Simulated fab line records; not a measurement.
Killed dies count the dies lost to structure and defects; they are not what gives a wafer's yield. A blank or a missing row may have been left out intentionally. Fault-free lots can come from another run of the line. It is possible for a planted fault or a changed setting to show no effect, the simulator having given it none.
What tool caused it? / flow nandHarc / Sampling: 24 lots, 72 wafers, 5 of 1302 route steps

WHAT THE GAUGES SHOWED, per wafer
NHARC_A_M0_OVL_MEAS_10: pitch 160 nm. Usual: overlayXNm -0.2 nm, standard deviation 0.72; overlayYNm 0.2 nm, standard deviation 0.76.
lot=L074; measured=day 23 19:09; on=overlay-02; overlayXNm (nm)=-0.5 -0.6 -1.1; overlayYNm (nm)=0.4 0.1 0.3; flag=
lot=L077; measured=day 24 11:28; on=overlay-02; overlayXNm (nm)=-0.6 -0.8 -0.5; overlayYNm (nm)=0.9 0.3 0.6; flag=
lot=L075; measured=day 24 18:04; on=overlay-02; overlayXNm (nm)=0.1 -0.2 -0.3; overlayYNm (nm)=-0.6 0.0 0.3; flag=
lot=L076; measured=day 24 18:31; on=overlay-01; overlayXNm (nm)=0.9 1.0 1.1; overlayYNm (nm)=-0.9 -0.7 -0.7; flag=
lot=L079; measured=day 24 22:19; on=overlay-02; overlayXNm (nm)=-0.3 -0.9 -0.7; overlayYNm (nm)=0.5 0.4 -0.3; flag=
lot=L078; measured=day 25 11:29; on=overlay-01; overlayXNm (nm)=-1.0 -0.4 -0.3; overlayYNm (nm)=-0.6 -0.5 -1.0; flag=
lot=L080; measured=day 25 11:58; on=overlay-01; overlayXNm (nm)=-0.7 -0.7 -0.2; overlayYNm (nm)=-0.9 -0.7 -1.1; flag=
lot=L082; measured=day 26 05:11; on=overlay-02; overlayXNm (nm)=-1.0 -0.4 -0.8; overlayYNm (nm)=0.0 0.7 0.3; flag=
lot=L081; measured=day 26 10:19; on=overlay-01; overlayXNm (nm)=0.0 0.1 0.2; overlayYNm (nm)=0.2 -0.4 0.1; flag=
lot=L083; measured=day 27 03:07; on=overlay-02; overlayXNm (nm)=-0.5 -0.6 -0.4; overlayYNm (nm)=0.3 0.4 0.9; flag=
lot=L084; measured=day 27 06:28; on=overlay-01; overlayXNm (nm)=-0.8 -0.8 -1.1; overlayYNm (nm)=0.8 1.0 1.3; flag=
lot=L085; measured=day 27 17:30; on=overlay-02; overlayXNm (nm)=-0.3 -0.6 0.0; overlayYNm (nm)=1.2 1.0 0.6; flag=
lot=L086; measured=day 28 13:39; on=overlay-01; overlayXNm (nm)=-0.1 -0.3 -0.9; overlayYNm (nm)=0.4 0.5 -0.2; flag=
lot=L087; measured=day 28 21:56; on=overlay-01; overlayXNm (nm)=-0.4 -0.8 -0.8; overlayYNm (nm)=0.0 0.3 0.6; flag=
lot=L089; measured=day 29 02:50; on=overlay-02; overlayXNm (nm)=0.5 0.1 0.2; overlayYNm (nm)=-0.8 -0.4 -0.9; flag=
lot=L088; measured=day 29 03:39; on=overlay-01; overlayXNm (nm)=-0.6 -0.8 0.0; overlayYNm (nm)=0.4 0.3 0.1; flag=
lot=L090; measured=day 30 00:17; on=overlay-01; overlayXNm (nm)=0.6 0.8 0.4; overlayYNm (nm)=0.6 0.7 0.4; flag=
lot=L093; measured=day 30 15:51; on=overlay-02; overlayXNm (nm)=1.0 0.7 0.6; overlayYNm (nm)=-0.9 -0.2 -0.4; flag=
lot=L091; measured=day 30 18:09; on=overlay-02; overlayXNm (nm)=0.3 0.8 1.1; overlayYNm (nm)=0.9 1.7 1.0; flag=
lot=L092; measured=day 30 21:22; on=overlay-02; overlayXNm (nm)=-1.5 -1.2 -1.2; overlayYNm (nm)=0.4 0.4 -0.4; flag=
lot=L094; measured=day 30 22:43; on=overlay-01; overlayXNm (nm)=0.3 -0.1 0.4; overlayYNm (nm)=1.6 0.6 0.9; flag=
lot=L095; measured=day 31 14:46; on=overlay-02; overlayXNm (nm)=0.8 0.6 0.8; overlayYNm (nm)=1.3 1.3 0.8; flag=
lot=L096; measured=day 32 14:38; on=overlay-02; overlayXNm (nm)=1.4 1.0 0.9; overlayYNm (nm)=-0.5 -0.6 -0.2; flag=
lot=L097; measured=day 32 15:13; on=overlay-02; overlayXNm (nm)=0.9 0.3 0.0; overlayYNm (nm)=-1.3 -1.5 -1.5; flag=

NHARC_A_M1_CD_MEAS_16. Usual: cdNm reads 119.8 nm (standard deviation 0.76).
lot=L074; measured=day 23 23:37; on=cdSem-02; cdNm (nm)=120.6 120.0 120.4; flag=
lot=L077; measured=day 24 15:52; on=cdSem-01; cdNm (nm)=120.2 121.0 119.0; flag=
lot=L075; measured=day 24 22:25; on=cdSem-02; cdNm (nm)=120.0 121.3 122.7; flag=
lot=L076; measured=day 24 22:58; on=cdSem-01; cdNm (nm)=119.5 120.2 119.3; flag=
lot=L079; measured=day 25 02:52; on=cdSem-02; cdNm (nm)=120.0 119.3 120.4; flag=
lot=L078; measured=day 25 16:20; on=cdSem-03; cdNm (nm)=119.5 120.5 120.1; flag=
lot=L080; measured=day 25 17:04; on=cdSem-01; cdNm (nm)=120.0 119.2 119.3; flag=
lot=L082; measured=day 26 09:38; on=cdSem-02; cdNm (nm)=120.6 120.5 119.5; flag=
lot=L081; measured=day 26 14:46; on=cdSem-03; cdNm (nm)=119.6 118.2 119.8; flag=
lot=L083; measured=day 27 07:38; on=cdSem-02; cdNm (nm)=120.3 120.9 120.9; flag=
lot=L084; measured=day 27 10:56; on=cdSem-03; cdNm (nm)=118.8 120.5 119.2; flag=
lot=L085; measured=day 27 21:58; on=cdSem-03; cdNm (nm)=119.4 119.5 118.5; flag=
lot=L086; measured=day 28 18:04; on=cdSem-01; cdNm (nm)=120.6 119.4 119.6; flag=
lot=L087; measured=day 29 02:22; on=cdSem-02; cdNm (nm)=120.8 119.5 120.4; flag=
lot=L089; measured=day 29 07:26; on=cdSem-03; cdNm (nm)=119.1 118.6 120.3; flag=
lot=L088; measured=day 29 08:07; on=cdSem-02; cdNm (nm)=119.6 119.9 119.0; flag=
lot=L090; measured=day 30 04:44; on=cdSem-03; cdNm (nm)=120.0 118.7 119.8; flag=
lot=L093; measured=day 30 20:11; on=cdSem-01; cdNm (nm)=120.3 119.7 120.0; flag=
lot=L091; measured=day 30 22:29; on=cdSem-01; cdNm (nm)=118.8 120.0 119.0; flag=
lot=L092; measured=day 31 01:50; on=cdSem-03; cdNm (nm)=119.9 118.6 120.0; flag=
lot=L094; measured=day 31 03:10; on=cdSem-01; cdNm (nm)=121.2 119.7 119.6; flag=
lot=L095; measured=day 31 19:17; on=cdSem-02; cdNm (nm)=119.6 119.6 120.0; flag=
lot=L096; measured=day 32 19:07; on=cdSem-03; cdNm (nm)=119.1 120.8 119.8; flag=
lot=L097; measured=day 32 19:42; on=cdSem-03; cdNm (nm)=119.5 121.0 119.7; flag=

WHAT TOOL EACH LOT RAN ON (gives the tool, then ch and the chambers of the sampled wafers, and finally the start)
lot=L074; NHARC_A_BLC_STRIP_21=rieDiel-09 ch 0,1,3, day 23 16:29; NHARC_A_M1_DESCUM_14=rieDiel-06 ch 0,1,3, day 23 23:19; NHARC_A_M1_ETCH_35=rieDiel-06 ch 0,1,3, day 23 23:24
lot=L077; NHARC_A_BLC_STRIP_21=rieDiel-09 ch 0,2,3, day 24 08:49; NHARC_A_M1_DESCUM_14=rieDiel-06 ch 2,3, day 24 15:33; NHARC_A_M1_ETCH_35=rieDiel-06 ch 0,2,3, day 24 15:39
lot=L075; NHARC_A_BLC_STRIP_21=rieDiel-01 ch 0,3, day 24 15:23; NHARC_A_M1_DESCUM_14=rieDiel-06 ch 0,3, day 24 22:06; NHARC_A_M1_ETCH_35=rieDiel-06 ch 0,1,2, day 24 22:11
lot=L076; NHARC_A_BLC_STRIP_21=rieDiel-12 ch 0,2, day 24 15:52; NHARC_A_M1_DESCUM_14=rieDiel-06 ch 0,2, day 24 22:40; NHARC_A_M1_ETCH_35=rieDiel-06 ch 0,1,2, day 24 22:46
lot=L079; NHARC_A_BLC_STRIP_21=rieDiel-09 ch 2,3, day 24 19:40; NHARC_A_M1_DESCUM_14=rieDiel-06 ch 0,3, day 25 02:34; NHARC_A_M1_ETCH_35=rieDiel-06 ch 0,3, day 25 02:39
lot=L078; NHARC_A_BLC_STRIP_21=rieDiel-09 ch 0,1,2, day 25 08:50; NHARC_A_M1_DESCUM_14=rieDiel-06 ch 2,3, day 25 16:01; NHARC_A_M1_ETCH_35=rieDiel-06 ch 0,2,3, day 25 16:07
lot=L080; NHARC_A_BLC_STRIP_21=rieDiel-09 ch 0,1, day 25 09:12; NHARC_A_M1_DESCUM_14=rieDiel-02 ch 1,2,3, day 25 16:47; NHARC_A_M1_ETCH_35=rieDiel-02 ch 0,1,2, day 25 16:52
lot=L082; NHARC_A_BLC_STRIP_21=rieDiel-01 ch 0, day 26 02:17; NHARC_A_M1_DESCUM_14=rieDiel-06 ch 1,2, day 26 09:19; NHARC_A_M1_ETCH_35=rieDiel-06 ch 1,2,3, day 26 09:25
lot=L081; NHARC_A_BLC_STRIP_21=rieDiel-12 ch 1,2, day 26 07:07; NHARC_A_M1_DESCUM_14=rieDiel-02 ch 0,3, day 26 14:28; NHARC_A_M1_ETCH_35=rieDiel-02 ch 1,3, day 26 14:33
lot=L083; NHARC_A_BLC_STRIP_21=rieDiel-09 ch 0,1,2, day 27 00:13; NHARC_A_M1_DESCUM_14=rieDiel-11 ch 0,2,3, day 27 07:21; NHARC_A_M1_ETCH_35=rieDiel-11 ch 0,2,3, day 27 07:26
lot=L084; NHARC_A_BLC_STRIP_21=rieDiel-09 ch 0,1,3, day 27 03:41; NHARC_A_M1_DESCUM_14=rieDiel-02 ch 0,1,3, day 27 10:37; NHARC_A_M1_ETCH_35=rieDiel-02 ch 0,2,3, day 27 10:43
lot=L085; NHARC_A_BLC_STRIP_21=rieDiel-09 ch 1,3, day 27 14:43; NHARC_A_M1_DESCUM_14=rieDiel-11 ch 0,1,3, day 27 21:41; NHARC_A_M1_ETCH_35=rieDiel-11 ch 0,2,3, day 27 21:46
lot=L086; NHARC_A_BLC_STRIP_21=rieDiel-09 ch 0,2,3, day 28 11:01; NHARC_A_M1_DESCUM_14=rieDiel-11 ch 0,1, day 28 17:46; NHARC_A_M1_ETCH_35=rieDiel-11 ch 0,3, day 28 17:51
lot=L087; NHARC_A_BLC_STRIP_21=rieDiel-12 ch 0,1,3, day 28 18:58; NHARC_A_M1_DESCUM_14=rieDiel-11 ch 0,1,3, day 29 02:04; NHARC_A_M1_ETCH_35=rieDiel-11 ch 1,2,3, day 29 02:09
lot=L089; NHARC_A_BLC_STRIP_21=rieDiel-01 ch 0,2,3, day 29 00:03; NHARC_A_M1_DESCUM_14=rieDiel-06 ch 1,2,3, day 29 07:08; NHARC_A_M1_ETCH_35=rieDiel-06 ch 1,2,3, day 29 07:13
lot=L088; NHARC_A_BLC_STRIP_21=rieDiel-12 ch 0,2, day 29 00:51; NHARC_A_M1_DESCUM_14=rieDiel-06 ch 0,1,3, day 29 07:49; NHARC_A_M1_ETCH_35=rieDiel-06 ch 1,2, day 29 07:54
lot=L090; NHARC_A_BLC_STRIP_21=rieDiel-01 ch 0,1,3, day 29 21:30; NHARC_A_M1_DESCUM_14=rieDiel-11 ch 0,2,3, day 30 04:28; NHARC_A_M1_ETCH_35=rieDiel-11 ch 1,2,3, day 30 04:32
lot=L093; NHARC_A_BLC_STRIP_21=rieDiel-12 ch 0,1, day 30 13:04; NHARC_A_M1_DESCUM_14=rieDiel-06 ch 0,3, day 30 19:53; NHARC_A_M1_ETCH_35=rieDiel-06 ch 0,1,2, day 30 19:58
lot=L091; NHARC_A_BLC_STRIP_21=rieDiel-09 ch 2,3, day 30 15:23; NHARC_A_M1_DESCUM_14=rieDiel-06 ch 0,1,3, day 30 22:11; NHARC_A_M1_ETCH_35=rieDiel-06 ch 0,1,2, day 30 22:17
lot=L092; NHARC_A_BLC_STRIP_21=rieDiel-12 ch 0,1,3, day 30 18:43; NHARC_A_M1_DESCUM_14=rieDiel-06 ch 0,2,3, day 31 01:32; NHARC_A_M1_ETCH_35=rieDiel-06 ch 0,1,3, day 31 01:37
lot=L094; NHARC_A_BLC_STRIP_21=rieDiel-01 ch 0,1, day 30 19:55; NHARC_A_M1_DESCUM_14=rieDiel-06 ch 0,2, day 31 02:52; NHARC_A_M1_ETCH_35=rieDiel-06 ch 0,3, day 31 02:57
lot=L095; NHARC_A_BLC_STRIP_21=rieDiel-01 ch 0,2,3, day 31 11:59; NHARC_A_M1_DESCUM_14=rieDiel-06 ch 0,2,3, day 31 18:59; NHARC_A_M1_ETCH_35=rieDiel-06 ch 0,2,3, day 31 19:04
lot=L096; NHARC_A_BLC_STRIP_21=rieDiel-12 ch 0,1,3, day 32 11:50; NHARC_A_M1_DESCUM_14=rieDiel-11 ch 1,3, day 32 18:46; NHARC_A_M1_ETCH_35=rieDiel-11 ch 2,3, day 32 18:53
lot=L097; NHARC_A_BLC_STRIP_21=rieDiel-12 ch 0,3, day 32 12:26; NHARC_A_M1_DESCUM_14=rieDiel-02 ch 1,2,3, day 32 19:25; NHARC_A_M1_ETCH_35=rieDiel-02 ch 0,3, day 32 19:29
- NHARC_A_BLC_STRIP_21: strips in O2.
- NHARC_A_M1_DESCUM_14: chemistry O2, time 3 s.
- NHARC_A_M1_ETCH_35: etches the open film in N2/H2, target depth 40 nm, overetch 12 nm, time 43.94 s.

AS READ BY THE TOOLS THEMSELVES (means over the sampled wafers that have a number; for cases with no such wafer, the mark the record gives instead)
NHARC_A_BLC_STRIP_21. Usual: drypumpMotorCurrentA 5.8 A, standard deviation 0.57; oesProductAu 1.001 a.u., standard deviation 0.0094; rfVppV 57.6 V, standard deviation 0.92; showerheadPlenumPTorr 3.44 Torr, standard deviation 0.15; throttleValvePct 17.037 %, standard deviation 0.0091.
lot=L074; tool=rieDiel-09; drypumpMotorCurrentA (A)=6.0; oesProductAu (a.u.)=0.997; rfVppV (V)=57.3; showerheadPlenumPTorr (Torr)=3.39; throttleValvePct (%)=17.042; flag=
lot=L077; tool=rieDiel-09; drypumpMotorCurrentA (A)=6.4; oesProductAu (a.u.)=1.006; rfVppV (V)=57.7; showerheadPlenumPTorr (Torr)=3.42; throttleValvePct (%)=17.037; flag=
lot=L075; tool=rieDiel-01; drypumpMotorCurrentA (A)=5.2; oesProductAu (a.u.)=1.001; rfVppV (V)=58.2; showerheadPlenumPTorr (Torr)=3.36; throttleValvePct (%)=17.042; flag=
lot=L076; tool=rieDiel-12; drypumpMotorCurrentA (A)=5.5; oesProductAu (a.u.)=0.999; rfVppV (V)=57.7; showerheadPlenumPTorr (Torr)=3.58; throttleValvePct (%)=17.036; flag=
lot=L079; tool=rieDiel-09; drypumpMotorCurrentA (A)=6.1; oesProductAu (a.u.)=0.996; rfVppV (V)=57.4; showerheadPlenumPTorr (Torr)=3.44; throttleValvePct (%)=17.037; flag=
lot=L078; tool=rieDiel-09; drypumpMotorCurrentA (A)=6.3; oesProductAu (a.u.)=0.999; rfVppV (V)=56.9; showerheadPlenumPTorr (Torr)=3.37; throttleValvePct (%)=17.031; flag=
lot=L080; tool=rieDiel-09; drypumpMotorCurrentA (A)=5.9; oesProductAu (a.u.)=0.995; rfVppV (V)=57.1; showerheadPlenumPTorr (Torr)=3.34; throttleValvePct (%)=17.036; flag=
lot=L082; tool=rieDiel-01; drypumpMotorCurrentA (A)=4.9; oesProductAu (a.u.)=1.002; rfVppV (V)=56.7; showerheadPlenumPTorr (Torr)=3.33; throttleValvePct (%)=17.026; flag=
lot=L081; tool=rieDiel-12; drypumpMotorCurrentA (A)=5.7; oesProductAu (a.u.)=1.004; rfVppV (V)=57.9; showerheadPlenumPTorr (Torr)=3.32; throttleValvePct (%)=17.043; flag=
lot=L083; tool=rieDiel-09; drypumpMotorCurrentA (A)=6.3; oesProductAu (a.u.)=0.997; rfVppV (V)=57.2; showerheadPlenumPTorr (Torr)=3.36; throttleValvePct (%)=17.041; flag=
lot=L084; tool=rieDiel-09; drypumpMotorCurrentA (A)=6.0; oesProductAu (a.u.)=1.001; rfVppV (V)=57.7; showerheadPlenumPTorr (Torr)=3.39; throttleValvePct (%)=17.032; flag=
lot=L085; tool=rieDiel-09; drypumpMotorCurrentA (A)=5.5; oesProductAu (a.u.)=1.001; rfVppV (V)=57.1; showerheadPlenumPTorr (Torr)=3.36; throttleValvePct (%)=17.033; flag=
lot=L086; tool=rieDiel-09; drypumpMotorCurrentA (A)=6.4; oesProductAu (a.u.)=0.998; rfVppV (V)=57.3; showerheadPlenumPTorr (Torr)=3.41; throttleValvePct (%)=17.038; flag=
lot=L087; tool=rieDiel-12; drypumpMotorCurrentA (A)=5.7; oesProductAu (a.u.)=0.987; rfVppV (V)=57.7; showerheadPlenumPTorr (Torr)=3.54; throttleValvePct (%)=17.034; flag=
lot=L089; tool=rieDiel-01; drypumpMotorCurrentA (A)=5.4; oesProductAu (a.u.)=1.011; rfVppV (V)=58.0; showerheadPlenumPTorr (Torr)=3.49; throttleValvePct (%)=17.038; flag=
lot=L088; tool=rieDiel-12; drypumpMotorCurrentA (A)=5.5; oesProductAu (a.u.)=0.998; rfVppV (V)=58.0; showerheadPlenumPTorr (Torr)=3.58; throttleValvePct (%)=17.036; flag=
lot=L090; tool=rieDiel-01; drypumpMotorCurrentA (A)=5.7; oesProductAu (a.u.)=1.007; rfVppV (V)=56.8; showerheadPlenumPTorr (Torr)=3.35; throttleValvePct (%)=17.031; flag=
lot=L093; tool=rieDiel-12; drypumpMotorCurrentA (A)=5.5; oesProductAu (a.u.)=0.994; rfVppV (V)=57.8; showerheadPlenumPTorr (Torr)=3.53; throttleValvePct (%)=17.044; flag=
lot=L091; tool=rieDiel-09; drypumpMotorCurrentA (A)=6.1; oesProductAu (a.u.)=0.987; rfVppV (V)=57.2; showerheadPlenumPTorr (Torr)=3.44; throttleValvePct (%)=17.042; flag=
lot=L092; tool=rieDiel-12; drypumpMotorCurrentA (A)=5.7; oesProductAu (a.u.)=0.998; rfVppV (V)=57.4; showerheadPlenumPTorr (Torr)=3.53; throttleValvePct (%)=17.030; flag=
lot=L094; tool=rieDiel-01; drypumpMotorCurrentA (A)=5.4; oesProductAu (a.u.)=1.010; rfVppV (V)=57.5; showerheadPlenumPTorr (Torr)=3.33; throttleValvePct (%)=17.038; flag=
lot=L095; tool=rieDiel-01; drypumpMotorCurrentA (A)=5.4; oesProductAu (a.u.)=1.016; rfVppV (V)=57.4; showerheadPlenumPTorr (Torr)=3.48; throttleValvePct (%)=17.046; flag=
lot=L096; tool=rieDiel-12; drypumpMotorCurrentA (A)=5.7; oesProductAu (a.u.)=1.002; rfVppV (V)=57.8; showerheadPlenumPTorr (Torr)=3.53; throttleValvePct (%)=17.039; flag=
lot=L097; tool=rieDiel-12; drypumpMotorCurrentA (A)=5.6; oesProductAu (a.u.)=0.997; rfVppV (V)=58.0; showerheadPlenumPTorr (Torr)=3.66; throttleValvePct (%)=17.037; flag=

NHARC_A_M1_DESCUM_14. Usual: drypumpMotorCurrentA 5.4 A, standard deviation 0.45; oesProductAu 0.999 a.u., standard deviation 0.0096; rfVppV 57.8 V, standard deviation 0.88; showerheadPlenumPTorr 1.92 Torr, standard deviation 0.085; throttleValvePct 11.311 %, standard deviation 0.0088.
lot=L074; tool=rieDiel-06; drypumpMotorCurrentA (A)=5.3; oesProductAu (a.u.)=1.002; rfVppV (V)=57.8; showerheadPlenumPTorr (Torr)=1.90; throttleValvePct (%)=11.309; flag=
lot=L077; tool=rieDiel-06; drypumpMotorCurrentA (A)=5.5; oesProductAu (a.u.)=1.015; rfVppV (V)=58.0; showerheadPlenumPTorr (Torr)=1.99; throttleValvePct (%)=11.302; flag=
lot=L075; tool=rieDiel-06; drypumpMotorCurrentA (A)=5.1; oesProductAu (a.u.)=0.990; rfVppV (V)=57.9; showerheadPlenumPTorr (Torr)=1.84; throttleValvePct (%)=11.309; flag=
lot=L076; tool=rieDiel-06; drypumpMotorCurrentA (A)=5.8; oesProductAu (a.u.)=1.002; rfVppV (V)=58.2; showerheadPlenumPTorr (Torr)=1.99; throttleValvePct (%)=11.306; flag=
lot=L079; tool=rieDiel-06; drypumpMotorCurrentA (A)=5.5; oesProductAu (a.u.)=0.993; rfVppV (V)=57.3; showerheadPlenumPTorr (Torr)=1.85; throttleValvePct (%)=11.308; flag=
lot=L078; tool=rieDiel-06; drypumpMotorCurrentA (A)=5.1; oesProductAu (a.u.)=0.998; rfVppV (V)=57.9; showerheadPlenumPTorr (Torr)=1.91; throttleValvePct (%)=11.311; flag=
lot=L080; tool=rieDiel-02; drypumpMotorCurrentA (A)=6.1; oesProductAu (a.u.)=0.999; rfVppV (V)=57.7; showerheadPlenumPTorr (Torr)=1.93; throttleValvePct (%)=11.317; flag=
lot=L082; tool=rieDiel-06; drypumpMotorCurrentA (A)=5.6; oesProductAu (a.u.)=1.014; rfVppV (V)=57.9; showerheadPlenumPTorr (Torr)=2.04; throttleValvePct (%)=11.311; flag=
lot=L081; tool=rieDiel-02; drypumpMotorCurrentA (A)=5.5; oesProductAu (a.u.)=0.996; rfVppV (V)=57.4; showerheadPlenumPTorr (Torr)=1.94; throttleValvePct (%)=11.306; flag=
lot=L083; tool=rieDiel-11; drypumpMotorCurrentA (A)=5.4; oesProductAu (a.u.)=0.983; rfVppV (V)=57.3; showerheadPlenumPTorr (Torr)=1.85; throttleValvePct (%)=11.312; flag=
lot=L084; tool=rieDiel-02; drypumpMotorCurrentA (A)=5.6; oesProductAu (a.u.)=0.998; rfVppV (V)=57.6; showerheadPlenumPTorr (Torr)=1.95; throttleValvePct (%)=11.305; flag=
lot=L085; tool=rieDiel-11; drypumpMotorCurrentA (A)=5.4; oesProductAu (a.u.)=1.002; rfVppV (V)=57.5; showerheadPlenumPTorr (Torr)=1.87; throttleValvePct (%)=11.311; flag=
lot=L086; tool=rieDiel-11; drypumpMotorCurrentA (A)=5.1; oesProductAu (a.u.)=0.998; rfVppV (V)=57.9; showerheadPlenumPTorr (Torr)=1.84; throttleValvePct (%)=11.314; flag=
lot=L087; tool=rieDiel-11; drypumpMotorCurrentA (A)=5.3; oesProductAu (a.u.)=0.994; rfVppV (V)=57.7; showerheadPlenumPTorr (Torr)=1.86; throttleValvePct (%)=11.311; flag=
lot=L089; tool=rieDiel-06; drypumpMotorCurrentA (A)=5.3; oesProductAu (a.u.)=1.009; rfVppV (V)=58.2; showerheadPlenumPTorr (Torr)=1.96; throttleValvePct (%)=11.311; flag=
lot=L088; tool=rieDiel-06; drypumpMotorCurrentA (A)=5.3; oesProductAu (a.u.)=1.002; rfVppV (V)=57.9; showerheadPlenumPTorr (Torr)=1.89; throttleValvePct (%)=11.305; flag=
lot=L090; tool=rieDiel-11; drypumpMotorCurrentA (A)=5.4; oesProductAu (a.u.)=0.997; rfVppV (V)=56.7; showerheadPlenumPTorr (Torr)=1.85; throttleValvePct (%)=11.306; flag=
lot=L093; tool=rieDiel-06; drypumpMotorCurrentA (A)=5.5; oesProductAu (a.u.)=0.999; rfVppV (V)=57.8; showerheadPlenumPTorr (Torr)=1.85; throttleValvePct (%)=11.307; flag=
lot=L091; tool=rieDiel-06; drypumpMotorCurrentA (A)=5.3; oesProductAu (a.u.)=1.000; rfVppV (V)=57.6; showerheadPlenumPTorr (Torr)=1.89; throttleValvePct (%)=11.305; flag=
lot=L092; tool=rieDiel-06; drypumpMotorCurrentA (A)=5.5; oesProductAu (a.u.)=0.992; rfVppV (V)=57.4; showerheadPlenumPTorr (Torr)=1.92; throttleValvePct (%)=11.315; flag=
lot=L094; tool=rieDiel-06; drypumpMotorCurrentA (A)=5.8; oesProductAu (a.u.)=1.001; rfVppV (V)=58.0; showerheadPlenumPTorr (Torr)=1.92; throttleValvePct (%)=11.308; flag=
lot=L095; tool=rieDiel-06; drypumpMotorCurrentA (A)=5.4; oesProductAu (a.u.)=1.004; rfVppV (V)=57.8; showerheadPlenumPTorr (Torr)=1.92; throttleValvePct (%)=11.313; flag=
lot=L096; tool=rieDiel-11; drypumpMotorCurrentA (A)=5.6; oesProductAu (a.u.)=0.994; rfVppV (V)=58.4; showerheadPlenumPTorr (Torr)=1.92; throttleValvePct (%)=11.307; flag=
lot=L097; tool=rieDiel-02; drypumpMotorCurrentA (A)=6.1; oesProductAu (a.u.)=0.992; rfVppV (V)=58.9; showerheadPlenumPTorr (Torr)=1.93; throttleValvePct (%)=11.310; flag=

NHARC_A_M1_ETCH_35. Usual: drypumpMotorCurrentA 5.5 A, standard deviation 0.48; oesProductAu 0.997 a.u., standard deviation 0.01; rfVppV 430.5 V, standard deviation 2.6; showerheadPlenumPTorr 2.04 Torr, standard deviation 0.094; throttleValvePct 14.172 %, standard deviation 0.0083.
lot=L074; tool=rieDiel-06; drypumpMotorCurrentA (A)=5.2; oesProductAu (a.u.)=0.992; rfVppV (V)=429.8; showerheadPlenumPTorr (Torr)=2.02; throttleValvePct (%)=14.167; flag=
lot=L077; tool=rieDiel-06; drypumpMotorCurrentA (A)=5.4; oesProductAu (a.u.)=0.994; rfVppV (V)=431.5; showerheadPlenumPTorr (Torr)=2.04; throttleValvePct (%)=14.167; flag=
lot=L075; tool=rieDiel-06; drypumpMotorCurrentA (A)=5.6; oesProductAu (a.u.)=0.999; rfVppV (V)=432.8; showerheadPlenumPTorr (Torr)=2.10; throttleValvePct (%)=14.181; flag=
lot=L076; tool=rieDiel-06; drypumpMotorCurrentA (A)=5.7; oesProductAu (a.u.)=1.000; rfVppV (V)=432.4; showerheadPlenumPTorr (Torr)=2.10; throttleValvePct (%)=14.170; flag=
lot=L079; tool=rieDiel-06; drypumpMotorCurrentA (A)=5.5; oesProductAu (a.u.)=0.999; rfVppV (V)=428.9; showerheadPlenumPTorr (Torr)=1.97; throttleValvePct (%)=14.175; flag=
lot=L078; tool=rieDiel-06; drypumpMotorCurrentA (A)=5.5; oesProductAu (a.u.)=0.993; rfVppV (V)=430.8; showerheadPlenumPTorr (Torr)=2.04; throttleValvePct (%)=14.169; flag=
lot=L080; tool=rieDiel-02; drypumpMotorCurrentA (A)=5.9; oesProductAu (a.u.)=1.002; rfVppV (V)=431.2; showerheadPlenumPTorr (Torr)=2.06; throttleValvePct (%)=14.171; flag=
lot=L082; tool=rieDiel-06; drypumpMotorCurrentA (A)=5.3; oesProductAu (a.u.)=1.005; rfVppV (V)=431.0; showerheadPlenumPTorr (Torr)=2.10; throttleValvePct (%)=14.172; flag=
lot=L081; tool=rieDiel-02; drypumpMotorCurrentA (A)=5.9; oesProductAu (a.u.)=0.996; rfVppV (V)=431.4; showerheadPlenumPTorr (Torr)=2.08; throttleValvePct (%)=14.167; flag=
lot=L083; tool=rieDiel-11; drypumpMotorCurrentA (A)=5.4; oesProductAu (a.u.)=1.002; rfVppV (V)=428.6; showerheadPlenumPTorr (Torr)=1.97; throttleValvePct (%)=14.168; flag=
lot=L084; tool=rieDiel-02; drypumpMotorCurrentA (A)=5.9; oesProductAu (a.u.)=0.997; rfVppV (V)=430.9; showerheadPlenumPTorr (Torr)=2.06; throttleValvePct (%)=14.172; flag=
lot=L085; tool=rieDiel-11; drypumpMotorCurrentA (A)=5.4; oesProductAu (a.u.)=0.987; rfVppV (V)=428.9; showerheadPlenumPTorr (Torr)=1.97; throttleValvePct (%)=14.178; flag=
lot=L086; tool=rieDiel-11; drypumpMotorCurrentA (A)=5.6; oesProductAu (a.u.)=0.980; rfVppV (V)=428.8; showerheadPlenumPTorr (Torr)=2.02; throttleValvePct (%)=14.174; flag=
lot=L087; tool=rieDiel-11; drypumpMotorCurrentA (A)=5.4; oesProductAu (a.u.)=0.995; rfVppV (V)=429.1; showerheadPlenumPTorr (Torr)=2.01; throttleValvePct (%)=14.176; flag=
lot=L089; tool=rieDiel-06; drypumpMotorCurrentA (A)=5.3; oesProductAu (a.u.)=0.998; rfVppV (V)=431.6; showerheadPlenumPTorr (Torr)=2.10; throttleValvePct (%)=14.170; flag=
lot=L088; tool=rieDiel-06; drypumpMotorCurrentA (A)=5.6; oesProductAu (a.u.)=1.001; rfVppV (V)=434.5; showerheadPlenumPTorr (Torr)=2.18; throttleValvePct (%)=14.176; flag=
lot=L090; tool=rieDiel-11; drypumpMotorCurrentA (A)=5.4; oesProductAu (a.u.)=0.997; rfVppV (V)=429.7; showerheadPlenumPTorr (Torr)=2.01; throttleValvePct (%)=14.169; flag=
lot=L093; tool=rieDiel-06; drypumpMotorCurrentA (A)=5.6; oesProductAu (a.u.)=0.988; rfVppV (V)=432.1; showerheadPlenumPTorr (Torr)=2.10; throttleValvePct (%)=14.173; flag=
lot=L091; tool=rieDiel-06; drypumpMotorCurrentA (A)=5.6; oesProductAu (a.u.)=1.007; rfVppV (V)=432.4; showerheadPlenumPTorr (Torr)=2.10; throttleValvePct (%)=14.174; flag=
lot=L092; tool=rieDiel-06; drypumpMotorCurrentA (A)=5.3; oesProductAu (a.u.)=1.004; rfVppV (V)=430.1; showerheadPlenumPTorr (Torr)=2.02; throttleValvePct (%)=14.168; flag=
lot=L094; tool=rieDiel-06; drypumpMotorCurrentA (A)=5.5; oesProductAu (a.u.)=0.991; rfVppV (V)=427.9; showerheadPlenumPTorr (Torr)=1.97; throttleValvePct (%)=14.169; flag=
lot=L095; tool=rieDiel-06; drypumpMotorCurrentA (A)=5.5; oesProductAu (a.u.)=0.996; rfVppV (V)=430.1; showerheadPlenumPTorr (Torr)=2.04; throttleValvePct (%)=14.167; flag=
lot=L096; tool=rieDiel-11; drypumpMotorCurrentA (A)=5.4; oesProductAu (a.u.)=1.002; rfVppV (V)=429.5; showerheadPlenumPTorr (Torr)=1.99; throttleValvePct (%)=14.165; flag=
lot=L097; tool=rieDiel-02; drypumpMotorCurrentA (A)=5.7; oesProductAu (a.u.)=0.992; rfVppV (V)=431.2; showerheadPlenumPTorr (Torr)=2.07; throttleValvePct (%)=14.169; flag=

THE ANSWER, worked out from the rows above alone
Rule: a lot is off if the mean of its wafers that have a number lies more than 3 standard deviations from the usual mean. A lot without any number at a reading at which 4 lots or more have one is off too. The other lots that the step has rows for count as sound. Order of review: gauges by route order, followed by the tools' own readings, for which a lot's mean as printed above is used. At the first step where some lot is off, the reading lying furthest off is the one used; lots without a number count as furthest.
Nothing can be told from this: no lot is off at any reading shown.

WHAT WAS PUT IN BY THE SIMULATOR
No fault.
